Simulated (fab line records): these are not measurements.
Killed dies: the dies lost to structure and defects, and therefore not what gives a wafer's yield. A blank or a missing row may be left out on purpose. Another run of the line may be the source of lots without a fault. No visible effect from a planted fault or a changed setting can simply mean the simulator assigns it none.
Matching of chambers :: flow nandHarc :: NHARC_A_CHANNEL_HOLE_D2_DESCUM_15 on rieDiel-07 has 4 sister chambers
The step chemistry O2, time 3 s. 8 wafers are shown with their chamber, then 9 later ones without.

## EACH WAFER AND ITS CHAMBER
wafer: L082.5
chamber: 3
showerheadPlenumPTorr (Torr): 1.87
drypumpMotorCurrentA (A): 5.7

wafer: L082.6
chamber: 2
showerheadPlenumPTorr (Torr): 1.98
drypumpMotorCurrentA (A): 6.4

wafer: L084.3
chamber: 2
showerheadPlenumPTorr (Torr): 1.98
drypumpMotorCurrentA (A): 6.4

wafer: L085.5
chamber: 3
showerheadPlenumPTorr (Torr): 1.86
drypumpMotorCurrentA (A): 5.8

wafer: L085.6
chamber: 0
showerheadPlenumPTorr (Torr): 1.85
drypumpMotorCurrentA (A): 5.8

wafer: L086.2
chamber: 1
showerheadPlenumPTorr (Torr): 1.86
drypumpMotorCurrentA (A): 6.4

wafer: L086.5
chamber: 1
showerheadPlenumPTorr (Torr): 1.86
drypumpMotorCurrentA (A): 6.4

wafer: L086.6
chamber: 0
showerheadPlenumPTorr (Torr): 1.85
drypumpMotorCurrentA (A): 5.8

## WAFERS MISSING THEIR CHAMBER
wafer: L089.3
showerheadPlenumPTorr (Torr): 1.97
drypumpMotorCurrentA (A): 6.5

wafer: L089.4
showerheadPlenumPTorr (Torr): 1.86
drypumpMotorCurrentA (A): 6.4

wafer: L089.5
showerheadPlenumPTorr (Torr): 1.97
drypumpMotorCurrentA (A): 6.5

wafer: L091.1
showerheadPlenumPTorr (Torr): 1.85
drypumpMotorCurrentA (A): 5.8

wafer: L091.4
showerheadPlenumPTorr (Torr): 1.97
drypumpMotorCurrentA (A): 6.4

wafer: L091.6
showerheadPlenumPTorr (Torr): 1.85
drypumpMotorCurrentA (A): 5.8

wafer: L096.1
showerheadPlenumPTorr (Torr): 1.86
drypumpMotorCurrentA (A): 5.8

wafer: L096.4
showerheadPlenumPTorr (Torr): 1.86
drypumpMotorCurrentA (A): 6.4

wafer: L096.5
showerheadPlenumPTorr (Torr): 1.86
drypumpMotorCurrentA (A): 6.4

## WHICH CHAMBER EACH WENT THROUGH
wafer: L089.3
from the rows above: 2
in truth: 2

wafer: L089.4
from the rows above: 1
in truth: 1

wafer: L089.5
from the rows above: 2
in truth: 2

wafer: L091.1
from the rows above: 0
in truth: 0

wafer: L091.4
from the rows above: 2
in truth: 2

wafer: L091.6
from the rows above: 0
in truth: 0

wafer: L096.1
from the rows above: can't be placed: 3 or 0
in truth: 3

wafer: L096.4
from the rows above: 1
in truth: 1

wafer: L096.5
from the rows above: 1
in truth: 1
Correctly placed: 8 of 9. Cannot be placed on the basis of these rows: 1; the candidates contain the true chamber in 1. Number placed wrongly: 0.
How it was worked out, from the rows above alone: a wafer's distance from a chamber is the root of the sum, over the readings, of the square of ((its reading less the chamber's mean) divided by the reading's scatter). The wafer belongs to the nearest chamber; if the next one is less than 2 further off, it can't be placed. Each chamber's mean is taken over the wafers shown for it. The scatter: take each reading less its chamber's mean, square it, sum over the shown wafers, divide by the number of wafers less the number of chambers, and take the root.
